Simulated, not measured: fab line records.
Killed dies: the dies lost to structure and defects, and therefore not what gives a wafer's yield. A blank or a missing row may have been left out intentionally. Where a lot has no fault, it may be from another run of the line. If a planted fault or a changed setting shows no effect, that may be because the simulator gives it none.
fab line records ; flow n5_finfet
record lots=11; wafers=31; last_day=18
route steps=1938 shown SD_EPI_N@287 SD_EPI_P@301 PASSIVATION@1936
lots that met no fault: taken from a fault-free run of the same line
start_h: the number of hours between the record's first day and the start of the first shown wafer of the lot ; wait_h: how many hours have passed since the lot's step before this one ; " unchanged from the row above ; L1.1+2: a single row standing in for several wafers ; - no value, or no start given ; * or withheld: withheld ; < > ~ a bound
route shown NAME@n: a module of which the file shows steps, and the number in the route of the first ; usual: mean and standard deviation over wafers with no fault ; same: alike in all rows ; chamber/n: place in a boat ; sites: per-site readings ; _std_site: standard deviation of those values ; _edge_site: inner sites' mean taken away from outer sites' mean ; radius_mm: how far each site lies from the wafer's centre ; mask NAME#n: copy n ; behind: tool/chamber where the wafer was last shaped ; hold: cause of the lot's hold/its duration in hours/its outcome ; device: the n, p or np transistor that did not switch ; end of line: tests of these same wafers at the route's end ; for a step that has no rows: nothing shown but its recipe ; killed: not the wafer's yield, but the dies lost to structure and defects at the first sort ; map: the dies of a wafer, with x for killed, . for not killed, _ for no die there
set.NAME: setting as actually run; set.NAME@STEP: the setting as run at that earlier step ; model.NAME: the simulator's own value behind a step, which no gauge read
the route's steps for a sample of lots (tables are steps, rows are wafers)
services: when a tool's chamber went out of use (start_h, in hours from the record's first day, below 0 if earlier), for how many hours, and the reason
## steps
# step N5_SD_EPI_N_VAPOR_ETCH_50
# recipe chemistry=HCl; target=Si; temp_c=775; time_s=54; pressure_torr=20; mode=isotropic
# usual throttle_valve_pct=11.92/0.21
lot.wafer;tool;chamber;start_h;wait_h;throttle_valve_pct
L894.1;epi_rpcvd-04;0;51.09;0.3;12.47
L894.3;epi_rpcvd-04;0;51.09;0.3;12.27
L894.5;epi_rpcvd-04;0;51.09;0.3;12.18
L896.2;epi_rpcvd-03;0;62.92;0.3;11.77
L896.3;epi_rpcvd-03;0;62.92;0.3;11.96
L896.5;epi_rpcvd-03;0;62.92;0.3;11.87
L897.2;epi_rpcvd-03;0;69.59;0.3;11.52
L897.4;epi_rpcvd-03;0;69.59;0.3;11.98
L897.6;epi_rpcvd-03;0;69.59;0.3;11.80
L899.1;epi_rpcvd-01;0;81.23;0.7;11.96
L899.2;epi_rpcvd-01;0;81.23;0.7;11.76
L899.4;epi_rpcvd-01;0;81.23;0.7;11.64
L901.2;epi_rpcvd-01;0;90.94;0.4;11.84
L901.4;epi_rpcvd-01;0;90.94;0.4;11.97
L901.6;epi_rpcvd-01;0;90.94;0.4;11.89
L902.1;epi_rpcvd-04;0;100.20;0.4;11.91
L902.4;epi_rpcvd-04;0;100.20;0.4;11.98
L902.6;epi_rpcvd-04;0;100.20;0.4;12.05
L903.1;epi_rpcvd-01;0;106.65;0.4;11.75
L903.2;epi_rpcvd-01;0;106.65;0.4;11.93
L903.5;epi_rpcvd-01;0;106.65;0.4;12.09
L904.2;epi_rpcvd-01;0;112.62;0.4;11.92
L904.4;epi_rpcvd-01;0;112.62;0.4;11.85
L904.5;epi_rpcvd-01;0;112.62;0.4;12.19
L906.4;epi_rpcvd-03;0;125.93;0.2;11.82
L906.6;epi_rpcvd-03;0;125.93;0.2;11.81
L907.3;epi_rpcvd-03;0;128.78;0.2;12.00
L907.4;epi_rpcvd-03;0;128.78;0.2;11.80
L916.1;epi_rpcvd-03;0;187.11;0.3;11.70
L916.3;epi_rpcvd-03;0;187.11;0.3;11.59
L916.4;epi_rpcvd-03;0;187.11;0.3;11.69
# step N5_SD_EPI_P_PEB_07
# recipe peb_temp_c=110; peb_time_s=60; resist=CAR-ArF-block
# usual chill_plate_temp_C=23.03/0.11; heater_power_total_W=175.4/1.6
lot.wafer;tool;chamber;start_h;wait_h;chill_plate_temp_C;heater_power_total_W
L894.1;litho_track-02;0;53.74;0.1;23.15;175.7
L894.3;litho_track-02;0;53.74;0.1;23.07;177.6
L894.5;litho_track-02;0;53.74;0.1;23.03;173.0
L896.2;litho_track-02;0;65.68;0.1;23.04;175.3
L896.3;litho_track-02;0;65.68;0.1;23.03;173.2
L896.5;litho_track-02;0;65.68;0.1;22.90;177.1
L897.2;litho_track-04;0;72.22;0.0;23.08;173.4
L897.4;litho_track-04;0;72.22;0.0;23.00;177.5
L897.6;litho_track-04;0;72.22;0.0;22.88;177.0
L899.1;litho_track-02;0;86.59;0.1;22.97;173.1
L899.2;litho_track-02;0;86.59;0.1;22.90;176.7
L899.4;litho_track-02;0;86.59;0.1;22.84;174.8
L901.2;litho_track-03;0;94.34;0.0;22.96;173.0
L901.4;litho_track-03;0;94.34;0.0;23.04;176.0
L901.6;litho_track-03;0;94.34;0.0;23.05;177.3
L902.1;litho_track-02;0;103.50;0.1;23.03;176.9
L902.4;litho_track-02;0;103.50;0.1;23.09;174.7
L902.6;litho_track-02;0;103.50;0.1;23.04;174.2
L903.1;litho_track-02;0;110.09;0.1;22.96;173.5
L903.2;litho_track-02;0;110.09;0.1;23.13;177.0
L903.5;litho_track-02;0;110.09;0.1;23.00;176.3
L904.2;litho_track-02;0;115.86;0.0;23.04;177.6
L904.4;litho_track-02;0;115.86;0.0;23.02;176.0
L904.5;litho_track-02;0;115.86;0.0;22.90;172.9
L906.4;litho_track-02;0;128.50;0.0;23.13;177.6
L906.6;litho_track-02;0;128.50;0.0;23.05;239.8
L907.3;litho_track-02;0;131.50;0.0;22.92;240.3
L907.4;litho_track-02;0;131.50;0.0;22.83;172.9
L916.1;litho_track-04;0;191.03;0.1;23.08;177.5
L916.3;litho_track-04;0;191.03;0.1;23.17;174.9
L916.4;litho_track-04;0;191.03;0.1;23.14;174.3
# step N5_SD_EPI_P_CD_MEAS_09
# recipe target_cd_nm=240; landing_energy_ev=500; detector=se_inlens
# usual cd_nm=240.9/0.72
lot.wafer;tool;chamber;start_h;wait_h;cd_nm
L894.1;cd_sem-01;0;53.81;-;241.1
L894.3;cd_sem-01;0;53.81;-;241.5
L894.5;cd_sem-01;0;53.81;-;241.0
L896.2;cd_sem-01;0;65.75;-;240.9
L896.3;cd_sem-01;0;65.75;-;241.4
L896.5;cd_sem-01;0;65.75;-;240.9
L897.2;cd_sem-01;0;72.29;-;240.7
L897.4;cd_sem-01;0;72.29;-;240.0
L897.6;cd_sem-01;0;72.29;-;240.8
L899.1;cd_sem-01;0;86.66;-;241.2
L899.2;cd_sem-01;0;86.66;-;243.0
L899.4;cd_sem-01;0;86.66;-;241.8
L901.2;cd_sem-01;0;94.41;-;240.6
L901.4;cd_sem-01;0;94.41;-;241.4
L901.6;cd_sem-01;0;94.41;-;241.3
L902.1;cd_sem-03;0;103.57;-;240.8
L902.4;cd_sem-03;0;103.57;-;240.0
L902.6;cd_sem-03;0;103.57;-;240.8
L903.1;cd_sem-03;0;110.16;-;240.5
L903.2;cd_sem-03;0;110.16;-;239.3
L903.5;cd_sem-03;0;110.16;-;240.8
L904.2;cd_sem-02;0;115.93;-;239.5
L904.4;cd_sem-02;0;115.93;-;241.2
L904.5;cd_sem-02;0;115.93;-;240.4
L906.4;cd_sem-01;0;128.57;-;241.7
L906.6;cd_sem-01;0;128.57;-;219.9
L907.3;cd_sem-03;0;131.57;-;220.0
L907.4;cd_sem-03;0;131.57;-;241.8
L916.1;cd_sem-01;0;191.10;-;241.4
L916.3;cd_sem-01;0;191.10;-;241.2
L916.4;cd_sem-01;0;191.10;-;239.8
# step N5_SD_EPI_P_ETCH_36
# recipe chemistry=CF4; target=SiARC; target_depth_a=455; mask_material=CAR-ArF-block; time_s=75.8; ion_energy_ev=80; pressure_mtorr=40; source_w=545; bias_w=36; Ar_flow_sccm=100; cf4_flow_sccm=100; ends=cleared
# usual drypump_motor_current_A=5.8/0.59; etch_rf_on_time_s=75.6/2.2; oes_product_au=0.70/0.072; rf_vpp_V=183.9/1.1; showerhead_plenum_p_Torr=2.13/0.057; throttle_valve_pct=15.58/0.2
lot.wafer;tool;chamber;start_h;wait_h;drypump_motor_current_A;etch_rf_on_time_s;oes_product_au;rf_hours_counter_h;rf_vpp_V;showerhead_plenum_p_Torr;throttle_valve_pct
L894.1;rie_diel-06;0;53.93;0.0;6.5;74.7;0.61;235;185.4;2.19;15.84
L894.3;rie_diel-06;3;53.93;0.0;4.9;78.4;0.65;117;183.8;2.16;15.64
L894.5;rie_diel-06;0;53.93;0.0;6.5;76.0;0.60;-;185.0;2.19;15.84
L896.2;rie_diel-04;1;66.20;0.0;5.1;71.8;0.83;4;184.6;2.17;15.50
L896.3;rie_diel-04;2;66.20;0.0;5.2;78.0;0.62;-;183.4;2.05;15.62
L896.5;rie_diel-04;1;66.20;0.0;5.1;72.3;0.83;-;185.1;2.17;15.47
L897.2;rie_diel-02;3;72.41;0.0;6.8;74.9;0.73;64;182.8;2.09;15.85
L897.4;rie_diel-02;1;72.41;0.0;6.4;73.9;0.67;128;182.9;2.23;15.29
L897.6;rie_diel-02;2;72.41;0.0;6.5;79.2;0.71;-;183.8;2.09;15.35
L899.1;rie_diel-06;2;86.79;0.0;5.7;73.6;0.69;109;182.3;2.06;15.67
L899.2;rie_diel-06;0;86.79;0.0;6.5;75.9;0.60;242;183.9;2.19;15.85
L899.4;rie_diel-06;1;86.79;0.0;6.0;77.2;0.62;174;184.5;2.22;15.88
L901.2;rie_diel-02;0;94.53;0.0;5.3;75.3;0.79;25;184.7;2.17;15.26
L901.4;rie_diel-02;3;94.53;0.0;6.8;74.4;0.72;71;184.8;2.09;15.88
L901.6;rie_diel-02;2;94.53;0.0;6.5;78.5;0.71;-;186.0;2.09;15.35
L902.1;rie_diel-04;2;103.70;0.0;5.2;77.4;0.62;172;182.1;2.04;15.65
L902.4;rie_diel-04;3;103.70;0.0;5.6;74.5;0.70;101;182.9;2.08;15.69
L902.6;rie_diel-04;1;103.70;0.0;5.1;71.4;0.80;-;184.6;2.17;15.52
L903.1;rie_diel-06;0;110.28;0.0;6.5;75.0;0.60;248;185.9;2.19;15.87
L903.2;rie_diel-06;1;110.28;0.0;6.0;77.7;0.61;180;184.8;2.22;15.89
L903.5;rie_diel-06;3;110.28;0.0;4.9;78.3;0.64;-;182.6;2.15;15.68
L904.2;rie_diel-06;2;116.05;0.0;5.7;73.2;0.69;117;182.8;2.06;15.70
L904.4;rie_diel-06;3;116.05;0.0;4.9;78.7;0.64;132;184.5;2.15;15.67
L904.5;rie_diel-06;0;116.05;0.0;6.5;74.8;0.60;-;183.1;2.19;15.85
L906.4;rie_diel-04;3;129.03;0.0;5.6;75.3;0.68;109;184.4;2.08;15.72
L906.6;rie_diel-04;0;129.03;0.0;5.9;74.9;0.82;-;183.5;2.12;15.48
L907.3;rie_diel-02;2;131.95;0.0;6.6;78.5;0.70;63;183.5;2.09;15.39
L907.4;rie_diel-02;3;131.95;0.0;6.8;74.8;0.71;79;182.7;2.08;15.88
L916.1;rie_diel-02;3;191.52;0.0;6.8;75.8;0.69;95;182.9;2.08;15.90
L916.3;rie_diel-02;0;191.52;0.0;5.4;76.1;0.75;56;186.5;2.16;15.32
L916.4;rie_diel-02;0;191.52;0.0;5.4;76.8;0.74;-;184.0;2.16;15.35
# step N5_SD_EPI_P_ETCHBACK_46
# recipe chemistry=CH3F/O2; mode=anisotropic_etchback; target=SiNx; target_depth_a=175; stop_on=SiO2; over_etch_frac=0.3; ion_energy_ev=120; pressure_mtorr=30; source_w=395; bias_w=73; Ar_flow_sccm=150; CH3F_flow_sccm=30; O2_flow_sccm=20
# usual O2_flow_sccm=20.00/0.057; drypump_motor_current_A=5.8/0.6; oes_product_au=0.70/0.067; rf_vpp_V=298/5.5; showerhead_plenum_p_Torr=1.99/0.055; throttle_valve_pct=16.31/0.2
lot.wafer;tool;chamber;start_h;wait_h;O2_flow_sccm;drypump_motor_current_A;oes_product_au;rf_hours_counter_h;rf_vpp_V;showerhead_plenum_p_Torr;throttle_valve_pct
L894.1;rie_diel-06;0;54.31;0.0;20.03;6.5;0.61;236;296;2.05;16.57
L894.3;rie_diel-06;3;54.31;0.0;19.99;4.9;0.67;117;305;2.02;16.41
L894.5;rie_diel-06;0;54.31;0.0;20.02;6.5;0.60;-;296;2.05;16.57
L896.2;rie_diel-04;1;66.78;0.0;19.94;5.1;0.81;5;298;2.03;16.23
L896.3;rie_diel-04;2;66.78;0.0;20.11;5.2;0.63;-;296;1.91;16.36
L896.5;rie_diel-04;1;66.78;0.0;19.98;5.1;0.81;-;297;2.03;16.24
L897.2;rie_diel-02;3;72.79;0.0;20.06;6.8;0.72;64;303;1.95;16.61
L897.4;rie_diel-02;1;72.79;0.0;20.00;6.4;0.66;128;303;2.08;15.98
L897.6;rie_diel-02;2;72.79;0.0;20.01;6.5;0.73;-;287;1.96;16.16
L899.1;rie_diel-06;2;87.17;0.0;19.92;5.7;0.68;109;287;1.92;16.38
L899.2;rie_diel-06;0;87.17;0.0;19.93;6.4;0.60;242;296;2.05;16.61
L899.4;rie_diel-06;1;87.17;0.0;20.08;6.0;0.63;174;295;2.07;16.57
L901.2;rie_diel-02;0;94.91;0.0;19.98;5.4;0.78;26;302;2.02;16.00
L901.4;rie_diel-02;3;94.91;0.0;20.04;6.8;0.71;71;302;1.95;16.62
L901.6;rie_diel-02;2;94.91;0.0;19.92;6.5;0.72;-;288;1.96;16.18
L902.1;rie_diel-04;2;104.08;0.0;20.01;5.2;0.62;173;296;1.91;16.38
L902.4;rie_diel-04;3;104.08;0.0;19.92;5.6;0.69;101;294;1.94;16.40
L902.6;rie_diel-04;1;104.08;0.0;19.91;5.1;0.79;-;298;2.03;16.26
L903.1;rie_diel-06;0;110.67;0.0;19.99;6.4;0.60;248;296;2.05;16.61
L903.2;rie_diel-06;1;110.67;0.0;20.01;6.0;0.62;180;297;2.07;16.59
L903.5;rie_diel-06;3;110.67;0.0;19.98;4.9;0.65;-;303;2.01;16.43
L904.2;rie_diel-06;2;116.43;0.0;20.10;5.6;0.67;117;286;1.92;16.37
L904.4;rie_diel-06;3;116.43;0.0;19.88;4.9;0.66;132;303;2.01;16.45
L904.5;rie_diel-06;0;116.43;0.0;19.99;6.5;0.60;-;296;2.05;16.61
L906.4;rie_diel-04;3;129.41;0.0;20.02;5.6;0.69;109;294;1.93;16.41
L906.6;rie_diel-04;0;129.41;0.0;19.97;6.0;0.81;-;303;1.97;16.18
L907.3;rie_diel-02;2;132.33;0.0;20.02;6.5;0.71;63;288;1.96;16.20
L907.4;rie_diel-02;3;132.33;0.0;19.97;6.8;0.71;79;303;1.95;16.64
L916.1;rie_diel-02;3;191.90;0.0;20.06;6.8;0.69;96;303;1.94;16.66
L916.3;rie_diel-02;0;191.90;0.0;20.04;5.4;0.74;57;302;2.01;16.04
L916.4;rie_diel-02;0;191.90;0.0;20.05;5.4;0.74;-;304;2.01;16.06
# step N5_PASSIVATION_PROBE_49
# usual killed_at_M0_to_M3=33/11; killed_at_M4_up=14/5; killed_at_contacts=11/7.3; killed_at_front_end=43/12; killed_at_other=4/3.1; killed_dies=106/17; killed_open=69/13; killed_short=34/8.7
# same gross_dies=1180; killed_at_back_side=0
lot.wafer;tool;chamber;start_h;wait_h;killed_at_M0_to_M3;killed_at_M4_up;killed_at_contacts;killed_at_front_end;killed_at_other;killed_dies;killed_open;killed_short
L902.1;prober-01;-;357.76;0.0;36;13;9;53;3;114;73;38
L902.4;prober-01;-;357.91;0.2;31;13;7;45;6;102;60;42
L902.6;prober-01;-;358.01;0.3;54;11;5;56;4;130;84;44
L904.2;prober-02;-;377.75;0.1;63;10;12;43;4;132;86;38
L904.4;prober-02;-;377.85;0.2;84;9;16;36;6;151;91;60
L904.5;prober-02;-;377.90;0.2;53;15;8;57;3;136;99;35
L907.3;prober-02;-;384.38;0.1;27;5;17;48;6;103;59;39
L906.6;prober-01;-;394.54;0.3;19;18;6;49;0;92;60;30
# killed by level:class
L902.1 STI_FIN_REVEAL:geometric_particle:open=16 BEOL_M0_SAQP:geometric_particle:short=11 DUMMY_GATE:geometric_particle:open=10 BEOL_M1:geometric_particle:open=8 MOL_CONTACT_COAG:geometric_particle:open=6 BEOL_M2:geometric_particle:open=6 FIN_SAQP:geometric_particle:short=5 STARTING-WAFER:geometric_particle:short=5
L902.4 FIN_SAQP:geometric_particle:open=10 FIN_SAQP:geometric_particle:short=9 STI_FIN_REVEAL:geometric_particle:open=9 BEOL_M0_SAQP:geometric_particle:short=7 BEOL_M2:geometric_particle:open=6 BEOL_M0_SAQP:geometric_particle:open=5 MOL_CONTACT_COAG:geometric_particle:open=4 GATE_CUT:geometric_particle:short=4
L902.6 BEOL_M0_SAQP:geometric_particle:open=18 BEOL_M0_SAQP:geometric_particle:short=16 FIN_SAQP:geometric_particle:open=13 DUMMY_GATE:geometric_particle:open=10 FIN_SAQP:geometric_particle:short=9 STI_FIN_REVEAL:geometric_particle:open=6 BEOL_M1:geometric_particle:open=6 BEOL_M0:geometric_particle:open=5
L904.2 BEOL_M0_SAQP:geometric_particle:open=17 BEOL_M0_SAQP:geometric_particle:short=17 BEOL_M2:geometric_particle:open=14 MOL_CONTACT_COAG:geometric_particle:open=12 DUMMY_GATE:geometric_particle:open=10 HKMG_FIN:area_etch=7 STI_FIN_REVEAL:geometric_particle:open=6 GATE_CUT:geometric_particle:open=6
L904.4 BEOL_M0_SAQP:geometric_particle:short=32 BEOL_M0_SAQP:geometric_particle:open=28 MOL_CONTACT_COAG:geometric_particle:open=13 STI_FIN_REVEAL:geometric_particle:open=8 DUMMY_GATE:geometric_particle:open=8 BEOL_M2:geometric_particle:open=8 BEOL_M1:geometric_particle:open=5 BEOL_M4:geometric_particle:open=5
L904.5 STI_FIN_REVEAL:geometric_particle:open=28 BEOL_M2:geometric_particle:open=14 BEOL_M0_SAQP:geometric_particle:open=11 BEOL_M0_SAQP:geometric_particle:short=9 STI_FIN_REVEAL:geometric_particle:short=7 DUMMY_GATE:geometric_particle:open=7 MOL_CONTACT_COAG:geometric_particle:open=7 BEOL_M3:geometric_particle:open=7
L907.3 BEOL_M0_SAQP:geometric_particle:short=14 MOL_CONTACT_COAG:geometric_particle:open=14 STI_FIN_REVEAL:geometric_particle:open=11 FIN_SAQP:geometric_particle:open=10 FIN_SAQP:geometric_particle:short=5 SD_EPI_P:area_peb=5 STI_FIN_REVEAL:geometric_particle:short=4 DUMMY_GATE:geometric_particle:open=4
L906.6 FIN_SAQP:geometric_particle:short=12 BEOL_M4:geometric_particle:open=11 FIN_SAQP:geometric_particle:open=10 STI_FIN_REVEAL:geometric_particle:open=7 BEOL_M0_SAQP:geometric_particle:open=7 MOL_CONTACT_COAG:geometric_particle:open=5 STI_FIN_REVEAL:geometric_particle:short=4 DUMMY_GATE:geometric_particle:open=4
## services
tool;chamber;start_h;hours;kind
rie_diel-04;1;34.29;-;clean
rie_diel-04;1;34.29;-;consumable_replace:focus_ring
rie_diel-04;1;34.29;16.9;scheduled_down
rie_diel-04;1;34.29;16.9;vent_cycle
rie_diel-04;0;51.30;-;clean
rie_diel-04;0;51.30;-;consumable_replace:esc
rie_diel-04;0;51.30;-;consumable_replace:focus_ring
rie_diel-04;0;51.30;25.3;scheduled_down
rie_diel-04;0;51.30;25.3;vent_cycle
epi_rpcvd-01;-;59.80;2.8;pm
rie_diel-04;3;65.13;6.8;repair
epi_rpcvd-03;-;103.18;0.7;repair
rie_diel-06;0;116.68;-;clean
rie_diel-06;0;116.68;-;consumable_replace:focus_ring
rie_diel-02;3;119.82;11.3;repair
epi_rpcvd-04;-;120.43;8.1;pm
rie_diel-02;-;136.73;2.7;repair
epi_rpcvd-03;-;147.14;1.3;repair
rie_diel-04;-;153.50;0.6;repair
rie_diel-06;1;160.12;7.3;repair
epi_rpcvd-04;-;173.54;0.5;pm
epi_rpcvd-01;-;183.43;1.1;repair
rie_diel-02;2;188.45;8.4;repair
## key
first_sign step=N5_SD_EPI_P_PEB_07; reading=heater_power_total_W; direction=up; sigmas=40; usual=*; struck=*
effect step=N5_SD_EPI_P_CD_MEAS_09; reading=cd_nm; direction=down; sigmas=29; usual=240.9; struck=219.9
met_at N5_SD_EPI_P_PEB_07
struck_lots L906,L907
struck_wafers L906.6,L907.3
tester_left_out L906,L907
not_acting_at N5_SD_EPI_N_VAPOR_ETCH_50,N5_SD_EPI_P_ETCH_36,N5_SD_EPI_P_ETCHBACK_46
onset_between 115.86 128.50
fault kind=process_parameter_drift; tool=litho_track-02; chamber=-; onset_h=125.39; steps=N5_SD_EPI_P_PEB_07; channel=peb_time_s; offset=*; shape=step; end_h=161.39; scope=struck_wafers_only; acts_in=*; stated=*
# tester_left_out: of these lots the tester's yield and bins aren't shown, on N5 and GAA mostly nor the transistor test; their killed dies are dies lost to structure and defects alone, not to doping, threshold or leakage, so they don't give the yield
